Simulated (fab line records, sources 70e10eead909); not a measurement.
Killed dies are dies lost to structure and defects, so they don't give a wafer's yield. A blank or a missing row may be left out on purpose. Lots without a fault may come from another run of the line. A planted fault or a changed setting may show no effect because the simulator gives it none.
Chamber matching | flow nand_harc | NHARC_A_STAIRCASE_DESCUM_11 on rie_diel-02: 4 sister chambers
The step chemistry O2, time 3 s. 8 wafers are shown with their chamber, then 12 later ones without.

WAFERS WITH THEIR CHAMBER
wafer  | chamber | showerhead_plenum_p_Torr (Torr) | drypump_motor_current_A (A)
L080.2 | 2       | 1.80                            | 6.1
L084.3 | 0       | 1.85                            | 6.1
L084.5 | 0       | 1.85                            | 6.1
L086.2 | 1       | 1.91                            | 6.3
L086.6 | 3       | 2.05                            | 5.6
L091.1 | 1       | 1.91                            | 6.2
L091.5 | 2       | 1.79                            | 6.1
L091.6 | 3       | 2.05                            | 5.5

WAFERS WITHOUT THEIR CHAMBER
wafer  | showerhead_plenum_p_Torr (Torr) | drypump_motor_current_A (A)
L092.2 | 1.91                            | 6.2
L092.5 | 1.79                            | 6.1
L092.6 | 2.05                            | 5.5
L095.1 | 2.04                            | 5.5
L095.2 | 1.90                            | 6.2
L095.4 | 1.79                            | 6.1
L095.3 | 1.84                            | 6.1
L095.5 | 1.90                            | 6.2
L095.6 | 1.79                            | 6.1
L094.2 | 1.79                            | 6.1
L094.5 | 1.84                            | 6.1
L094.6 | 2.04                            | 5.5

WHICH CHAMBER EACH WENT THROUGH
wafer  | from the rows above | in truth
L092.2 | 1                   | 1
L092.5 | 2                   | 2
L092.6 | 3                   | 3
L095.1 | 3                   | 3
L095.2 | 1                   | 1
L095.4 | 2                   | 2
L095.3 | 0                   | 0
L095.5 | 1                   | 1
L095.6 | 2                   | 2
L094.2 | 2                   | 2
L094.5 | 0                   | 0
L094.6 | 3                   | 3
Placed correctly: 12 of 12. Can't be placed from these rows: 0. Placed wrongly: 0.
How it was worked out, from the rows above alone: a wafer's distance from a chamber is the root of the sum, over the readings, of the square of ((its reading less the chamber's mean) divided by the reading's scatter). The wafer belongs to the nearest chamber; if the next one is less than 2 further off, it can't be placed. A chamber's mean is the mean of its shown wafers. The scatter: the root of (the sum of the squares of (reading less its chamber's mean) over the shown wafers, divided by (wafers less chambers)).
